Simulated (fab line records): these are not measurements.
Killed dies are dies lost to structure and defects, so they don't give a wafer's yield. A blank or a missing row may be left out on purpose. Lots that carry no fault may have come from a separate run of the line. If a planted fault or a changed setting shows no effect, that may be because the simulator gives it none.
What tool caused it? | flow nandHarc | 12 lots with 36 wafers sampled at 6 steps, on a route of 1302 steps

## WHAT THE GAUGES READ, wafer by wafer
NHARC_A_M1_CD_MEAS_16.
lot  | measured     | on       | cdNm (nm)
L132 | day 23 20:59 | cdSem-03 | 120.7 120.2 120.5
L133 | day 23 23:04 | cdSem-02 | 120.1 120.4 120.7
L135 | day 24 01:54 | cdSem-03 | 120.2 119.7 119.2
L137 | day 25 03:55 | cdSem-02 | 119.7 120.5 119.7
L138 | day 25 23:12 | cdSem-03 | 119.0 119.2 119.4
L139 | day 26 00:27 | cdSem-03 | 120.0 119.2 119.9
L144 | day 27 21:20 | cdSem-03 | 119.4 120.2 119.1
L149 | day 29 21:02 | cdSem-01 | 118.5 119.7 119.9
L146 | day 29 22:02 | cdSem-03 | 120.2 120.0 120.3
L155 | day 32 17:48 | cdSem-02 | 119.6 120.6 121.0
L153 | day 32 19:23 | cdSem-01 | 119.4 120.2 119.6
L152 | day 32 22:41 | cdSem-01 | 119.8 120.1 118.9

NHARC_A_BONDPAD_CD_MEAS_13.
lot  | measured     | on       | cdNm (nm)
L132 | day 24 01:43 | cdSem-01 | 499.8 498.9 498.3
L133 | day 24 03:52 | cdSem-03 | 497.7 499.8 499.8
L135 | day 24 06:52 | cdSem-01 | 499.6 499.7 499.9
L137 | day 25 08:43 | cdSem-01 | 499.5 499.8 500.9
L138 | day 26 03:49 | cdSem-02 | 500.5 500.6 499.1
L139 | day 26 05:07 | cdSem-02 | 498.6 497.6 499.1
L144 | day 28 02:07 | cdSem-03 | 500.4 501.1 501.1
L149 | day 30 02:05 | cdSem-03 | 497.7 495.7 498.8
L146 | day 30 03:04 | cdSem-03 | 495.7 498.1 495.1 495.8 498.1 495.1
L155 | day 32 22:34 | cdSem-03 | 499.8 499.8 496.9
L153 | day 33 00:05 | cdSem-03 | 498.7 498.5 500.0
L152 | day 33 03:25 | cdSem-03 | 499.7 498.2 499.9

NHARC_END_SORT_01.
lot  | measured     | on        | defectLimitedYield (%) | killedAtArray | killedAtOther | killedAtPeriphery | killedDies  | killedOpen | killedShort
L132 | day 25 18:04 | prober-02 | 90.0 90.3 92.5         | 48 57 43      | 7 2 3         | 13 7 5            | 68 66 51    | 5 4 1      | 1 2 1
L133 | day 25 18:53 | prober-01 | 93.2 93.1 91.9         | 41 40 48      | 0 0 1         | 5 7 6             | 46 47 55    | 5 6 2      | 3 2 3
L135 | day 26 03:28 | prober-01 | 83.8 83.6 88.2         | 106 109 73    | 2 1 0         | 2 1 7             | 110 111 80  | 0 3 2      | 3 1 1
L137 | day 26 13:55 | prober-02 | 91.4 90.4 88.8         | 56 64 76      | 1 0 0         | 1 1 0             | 58 65 76    | 4 4 0      | 3 6 5
L138 | day 27 10:08 | prober-02 | 94.8 93.2 94.4         | 34 43 36      | 1 2 1         | 0 1 1             | 35 46 38    | 4 5 5      | 3 7 2
L139 | day 27 10:04 | prober-01 | 85.8 84.3 87.6         | 87 103 82     | 5 2 1         | 4 1 1             | 96 106 84   | 0 3 5      | 1 1 3
L144 | day 29 17:19 | prober-02 | 91.7 89.2 88.2         | 51 69 72      | 1 1 1         | 4 3 7             | 56 73 80    | 5 4 6      | 3 4 4
L149 | day 31 12:09 | prober-02 | 0 0 0                  | 669 673 671   | 1 1 0         | 7 3 6             | 677 677 677 | 4 1 4      | 4 2 3
L146 | day 31 12:00 | prober-01 | 0 0 0                  | 673 674 675   | 0 1 0         | 4 2 2             | 677 677 677 | 2 0 4      | 1 1 3
L155 | day 34 04:44 | prober-02 | 92.9 91.6 91.0         | 44 54 56      | 2 1 3         | 2 2 2             | 48 57 61    | 4 3 3      | 1 1 5
L153 | day 34 05:34 | prober-01 | 92.2 93.4 92.0         | 50 44 54      | 1 0 0         | 2 1 0             | 53 45 54    | 5 2 1      | 2 4 3
L152 | day 34 12:37 | prober-01 | 92.6 95.1 92.8         | 45 31 40      | 0 0 0         | 5 2 9             | 50 33 49    | 4 3 7      | 2 1 2

## TOOL THAT RAN EACH LOT (tool first, then ch and the chambers of the sampled wafers, then the start)
lot  | NHARC_A_BONDPAD_ETCH_12           | NHARC_A_BONDPAD_DEGAS_25    | NHARC_A_BONDPAD_PRE_CLEAN_26
L132 | rieDiel-04 ch 1,3, day 24 01:35   | pvdSputter-02, day 24 02:22 | pvdSputter-02, day 25 18:04 or earlier
L133 | rieDiel-08 ch 0,1, day 24 03:43   | pvdSputter-01, day 24 04:31 | pvdSputter-01, day 25 18:53 or earlier
L135 | rieDiel-08 ch 0,3, day 24 06:43   | pvdSputter-01, day 24 07:30 | pvdSputter-01, day 26 03:28 or earlier
L137 | rieDiel-08 ch 0,1,2, day 25 08:34 | pvdSputter-03, day 25 09:20 | pvdSputter-03, day 26 13:55 or earlier
L138 | rieDiel-13 ch 2,3, day 26 03:41   | pvdSputter-03, day 26 04:30 | pvdSputter-03, day 27 10:08 or earlier
L139 | rieDiel-08 ch 0,3, day 26 04:57   | pvdSputter-01, day 26 05:44 | pvdSputter-01, day 27 10:04 or earlier
L144 | rieDiel-08 ch 0,1, day 28 01:58   | pvdSputter-03, day 28 02:48 | pvdSputter-03, day 29 17:19 or earlier
L149 | rieDiel-08 ch 1,3, day 30 01:56   | pvdSputter-02, day 30 02:43 | pvdSputter-02, day 31 12:09 or earlier
L146 | rieDiel-08 ch 0,1, day 30 02:56   | pvdSputter-03, day 30 05:49 | pvdSputter-03, day 31 12:00 or earlier
L155 | rieDiel-04 ch 0,1, day 32 22:25   | pvdSputter-02, day 32 23:11 | pvdSputter-02, day 34 04:44 or earlier
L153 | rieDiel-04 ch 0,1,3, day 32 23:58 | pvdSputter-03, day 33 00:43 | pvdSputter-03, day 34 05:34 or earlier
L152 | rieDiel-08 ch 0,1,2, day 33 03:16 | pvdSputter-01, day 33 04:02 | pvdSputter-01, day 34 12:37 or earlier
- NHARC_A_BONDPAD_ETCH_12: etches the open film in CHF3/O2, target depth 220 nm, time 110 s.
- NHARC_A_BONDPAD_DEGAS_25: time 60 s.
- NHARC_A_BONDPAD_PRE_CLEAN_26: time 30 s.

## WHAT THE TOOLS THEMSELVES READ (means of the sampled wafers that have a number; where no wafer has one, the mark that the record gives instead)
NHARC_A_BONDPAD_ETCH_12.
lot  | tool       | drypumpMotorCurrentA (A) | oesProductAu (a.u.) | rfFwdPowerW (W) | rfVppV (V) | showerheadPlenumPTorr (Torr) | throttleValvePct (%)
L132 | rieDiel-04 | 5.75                     | 0.964               | 499.6           | 372.1      | 2.45                         | 20.573
L133 | rieDiel-08 | 5.49                     | 0.972               | 498.2           | 367.6      | 2.28                         | 20.573
L135 | rieDiel-08 | 5.33                     | 0.969               | 497.4           | 370.4      | 2.34                         | 20.573
L137 | rieDiel-08 | 5.55                     | 0.941               | 496.2           | 369.7      | 2.33                         | 20.567
L138 | rieDiel-13 | 6.25                     | 0.934               | 496.5           | 371.3      | 2.45                         | 20.576
L139 | rieDiel-08 | 5.32                     | 0.952               | 496.7           | 368.9      | 2.34                         | 20.576
L144 | rieDiel-08 | 5.53                     | 0.973               | 499.2           | 368.3      | 2.28                         | 20.578
L149 | rieDiel-08 | 5.44                     | 0.730               | 296.8           | 369.0      | 2.31                         | 20.574
L146 | rieDiel-08 | 5.52                     | 0.713               | 298.6           | 368.4      | 2.28                         | 20.583
L155 | rieDiel-04 | 5.71                     | 0.917               | 497.6           | 370.0      | 2.38                         | 20.578
L153 | rieDiel-04 | 5.77                     | 0.924               | 496.1           | 371.4      | 2.39                         | 20.573
L152 | rieDiel-08 | 5.54                     | 0.962               | 496.1           | 368.9      | 2.32                         | 20.572

NHARC_A_BONDPAD_DEGAS_25.
lot  | tool          | heaterPowerW (W)
L132 | pvdSputter-02 | 470
L133 | pvdSputter-01 | 439
L135 | pvdSputter-01 | 436
L137 | pvdSputter-03 | 449
L138 | pvdSputter-03 | 467
L139 | pvdSputter-01 | 427
L144 | pvdSputter-03 | 426
L149 | pvdSputter-02 | 466
L146 | pvdSputter-03 | 444
L155 | pvdSputter-02 | 462
L153 | pvdSputter-03 | 411
L152 | pvdSputter-01 | 440

NHARC_A_BONDPAD_PRE_CLEAN_26.
lot  | tool          | heaterPowerW (W)
L132 | pvdSputter-02 | 409
L133 | pvdSputter-01 | 386
L135 | pvdSputter-01 | 373
L137 | pvdSputter-03 | 377
L138 | pvdSputter-03 | 406
L139 | pvdSputter-01 | 379
L144 | pvdSputter-03 | 389
L149 | pvdSputter-02 | 398
L146 | pvdSputter-03 | 414
L155 | pvdSputter-02 | 401
L153 | pvdSputter-03 | 366
L152 | pvdSputter-01 | 378

## THE ANSWER, worked out from the rows above alone
Rule: what is usual is taken from the lots themselves. Put in order of their means at a reading, lots are off if they are a third of the lots or fewer, leave a main group of 4 or more, and stand apart from it by a gap of 3 or more times the standard deviation of the main group's means; of several such gaps the widest counts. Not used: any main group whose means are identical at the precision the tables above print for the reading. A lot without any number at a reading at which 4 lots or more have one is off too. Where the step has rows for the other lots, those lots are counted as sound. First the gauges in route order, then the tools' own readings, where a lot's mean is used as printed above. At the first step where some lot is off, the reading lying furthest off is the one used; lots without a number count as furthest.
Off: L149, L146 (NHARC_END_SORT_01, killedDies). For the main group the mean is 63 and the standard deviation 19.
A tool fits if, at a process step before that reading, it ran every lot that is off, and no sound lot after the first of them. Not tried: the gauges at NHARC_END_SORT_01; whatever is off there is also off at NHARC_A_BONDPAD_ETCH_12, on other tools, and gauge error can't account for it. NHARC_A_BONDPAD_PRE_CLEAN_26 gives no start for some lots, so the hours and the order of its lots are those of NHARC_END_SORT_01. Not one of the candidates tried fits.

## WHAT THE SIMULATOR HAD PUT IN
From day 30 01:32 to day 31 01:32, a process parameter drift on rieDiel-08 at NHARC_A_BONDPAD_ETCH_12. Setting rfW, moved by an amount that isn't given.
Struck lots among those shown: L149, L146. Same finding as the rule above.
